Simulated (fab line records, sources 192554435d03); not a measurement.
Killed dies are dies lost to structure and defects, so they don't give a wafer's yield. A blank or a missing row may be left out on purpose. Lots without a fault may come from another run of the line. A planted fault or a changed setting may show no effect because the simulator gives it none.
One fault seen from 2 desks | flow n5_finfet | each desk has only its own numbers; what lay behind them comes last

THE METROLOGY DESK
What the gauges read, lot by lot, whatever tool the lot ran on: means of the sampled wafers that have a number. A lot is out of limits, marked OUT, if its mean lies more than 4 standard deviations from the usual mean; the brackets give that distance.
Columns: A = cd_nm at N5_BEOL_M10_CD_MEAS_11, usual 64.1 nm; B = trench_depth_nm at N5_BEOL_M10_OCD_MEAS_38, usual 149.5 nm
lot  | first seen here | A    | B
L754 | day 9 18:24     | 63.9 | 151.9
L756 | day 10 03:50    | 64.3 | 147.6
L757 | day 10 19:25    | 64.6 | 150.5
L759 | day 11 05:21    | 64.2 | 146.9
L762 | day 12 09:51    | 64.3 | 147.6
L763 | day 12 23:13    | 64.0 | 149.7
L764 | day 13 05:55    | 63.4 | 150.5
L765 | day 14 00:49    | 64.6 | 150.3
L766 | day 14 01:13    | 64.2 | 149.6
L774 | day 15 06:48    | 64.0 | 150.9
L777 | day 16 23:18    | 64.2 | 151.8
This desk's finding: nothing out of limits on any of the 11 lots.

THE TOOL OWNER'S DESK: rie_diel-06
The tool's own readings at N5_BEOL_M10_ETCH_65 (etches SiARC in CF4, target depth 39 nm, time 65 s): means of the sampled wafers that have a number, for each lot that ran on this tool. A lot is out of limits, marked OUT, if its mean lies more than 4 standard deviations from the usual mean; the brackets give that distance.
Columns: A = drypump_motor_current_A at N5_BEOL_M10_ETCH_65, usual 5.7 A; B = etch_rf_on_time_s at N5_BEOL_M10_ETCH_65, usual 64.4 s; C = oes_product_au at N5_BEOL_M10_ETCH_65, usual 0.69 a.u.; D = rf_vpp_V at N5_BEOL_M10_ETCH_65, usual 184.1 V; E = showerhead_plenum_p_Torr at N5_BEOL_M10_ETCH_65, usual 2.14 Torr; F = throttle_valve_pct at N5_BEOL_M10_ETCH_65, usual 15.47 %
lot  | first seen here | A   | B              | C    | D     | E    | F
L754 | day 9 20:48     | 5.5 | 64.7           | 0.70 | 184.6 | 2.16 | 15.47
L756 | day 10 05:05    | 5.5 | 64.8           | 0.65 | 184.3 | 2.17 | 15.53
L759 | day 11 07:35    | 5.5 | 65.8           | 0.63 | 184.6 | 2.16 | 15.55
L762 | day 12 14:01    | 5.7 | 64.4           | 0.71 | 186.1 | 2.22 | 15.48
L765 | day 14 03:28    | 5.7 | 64.5           | 0.70 | 185.2 | 2.21 | 15.49
L774 | day 15 09:04    | 6.0 | 93.2 (+36) OUT | 0.68 | 184.4 | 2.17 | 15.41
This desk's finding: out of limits on L774; first on L774, day 15 09:04 (etch_rf_on_time_s at N5_BEOL_M10_ETCH_65). In limits: L754, L756, L759, L762, L765.

PUT TOGETHER
The tool owner's desk could have raised an alarm at day 15 09:04, on L774.
The metrology desk saw nothing out of limits.
The metrology desk has L774 on record, within its limits.
Of the lots named, all ran N5_BEOL_M10_ETCH_65 on rie_diel-06.

WHAT THE SIMULATOR HAD PUT IN
Process parameter drift: rie_diel-06, from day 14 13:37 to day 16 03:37, at N5_BEOL_M10_ETCH_65. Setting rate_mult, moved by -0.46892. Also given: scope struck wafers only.
Lots struck among those shown: L774.
Hours from the fault's start to each desk's first reading out of limits: the tool owner's desk, 19.
